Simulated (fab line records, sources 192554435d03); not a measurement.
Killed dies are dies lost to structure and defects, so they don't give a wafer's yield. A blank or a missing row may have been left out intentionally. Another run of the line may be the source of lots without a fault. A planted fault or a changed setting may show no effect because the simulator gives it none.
A lot that was struck, set against a sound lot / flow n5Finfet / 14 steps out of a route of 1938
Sound: wafers L982.1, L982.4, L982.5. Wafers L969.1, L969.3, L969.6 were the ones struck. The cause is named last.
Order at every step that has rows: each side's tool, ch and its chambers, its first start. Under that, the readings that differ: sound wafers / struck wafers / difference of the means / sigmas: that difference in standard deviations of wafers without a fault.
alike: words and numbers the same on both sides, and readings whose means are apart by under 2 such deviations; not compared: readings that were withheld, readings missing a value for some wafer, numbers with overlapping values and no deviation given by the record, and bounds like >300 which may hide the same value.
The two part at a step that has a row with sigmas, a row that says differs or no value, or rows on one side only. Numbers that have no deviation but don't overlap get no sigmas and don't part them. A reading missing from all wafers of one side parts the sides only when that side holds two or more wafers.

N5_ZERO_LAYER_DESCUM_16: chemistry O2, time 7.9 s.
  sound on rieDiel-05 ch 1,2,3, day 6 18:42; struck on rieDiel-03 ch 1,2, day 3 12:49
  alike: chamberPressureMTorr, drypumpMotorCurrentA, oesProductAu, rfVppV, showerheadPlenumPTorr, throttleValvePct
  not compared: rfHoursCounterH
N5_ZERO_LAYER_ETCH_17: etches SiO2 in CF4, target depth 12 nm, time 13.3 s.
  sound on rieDiel-05 ch 1,2,3, day 6 18:44; struck on rieDiel-03 ch 1,2, day 3 12:50
  alike: cf4FlowSccm, chamberPressureMTorr, drypumpMotorCurrentA, oesProductAu, rfVppV, showerheadPlenumPTorr, throttleValvePct
  not compared: rfHoursCounterH
N5_ZERO_LAYER_ETCH_18: etches Si in HBr/Cl2, target depth 120 nm, time 40 s.
  sound on rieSi-02 ch 0,1, day 6 18:49; struck on rieSi-06 ch 2,3, day 3 12:55
  alike: chamberPressureMTorr, drypumpMotorCurrentA, oesProductAu, throttleValvePct
  not compared: rfHoursCounterH
N5_ZERO_LAYER_STRIP_24: strips in O2.
  sound on plasmaAsher-02 ch 0,1, day 6 18:55; struck on plasmaAsher-01 ch 0,1, day 3 13:01
  alike: chamberPressureMTorr, drypumpMotorCurrentA, heaterPowerW, oesProductAu, stripTimeToEndpointS
  not compared: rfHoursCounterH
then, 1 step without rows for these wafers: N5_ZERO_LAYER_STRIP_19 (strips in SPM, time 900 s).
N5_ZERO_LAYER_INSPECT_20: inspects for defects (darkfield).
  struck on defectInspect-02, day 3 13:23; sound on defectInspect-02, day 6 19:17
  alike: rawDefectCount
then, 6 steps without rows for these wafers: N5_WELL_APT_HMDS_01 (time 60 s); N5_WELL_APT_COAT_02 (resist thk 950 nm); N5_WELL_APT_EBR_04; N5_WELL_APT_SOFTBAKE_03 (time 60 s); N5_WELL_APT_EXPOSE_05 (exposes mask NWELL, defocus 0 nm, target cd 200 nm); N5_WELL_APT_PEB_06 (peb time 90 s).
N5_WELL_APT_DEVELOP_07: develop time 45 s.
  sound on lithoTrack-03 ch 0, day 6 19:28; struck on lithoTrack-05, day 3 13:34
  no value came back on the struck wafers for chillPlateTempC (C), developTimeS (s), developerTempC (C); on the sound wafers chillPlateTempC (C) reads 22.99 22.96 22.91
reading=model.coat_of_WELL_APT_COAT_02.thkNm (nm); sound=938.6 938.2 933; struck=947.3 946.7 948.5; difference=+10.9; sigmas=
then, 1 step without rows for these wafers: N5_WELL_APT_HARDBAKE_12 (time 120 s).

## WHERE THEY PART
Only at N5_WELL_APT_DEVELOP_07, as far as this record shows.

WHY: what had been put in by the simulator
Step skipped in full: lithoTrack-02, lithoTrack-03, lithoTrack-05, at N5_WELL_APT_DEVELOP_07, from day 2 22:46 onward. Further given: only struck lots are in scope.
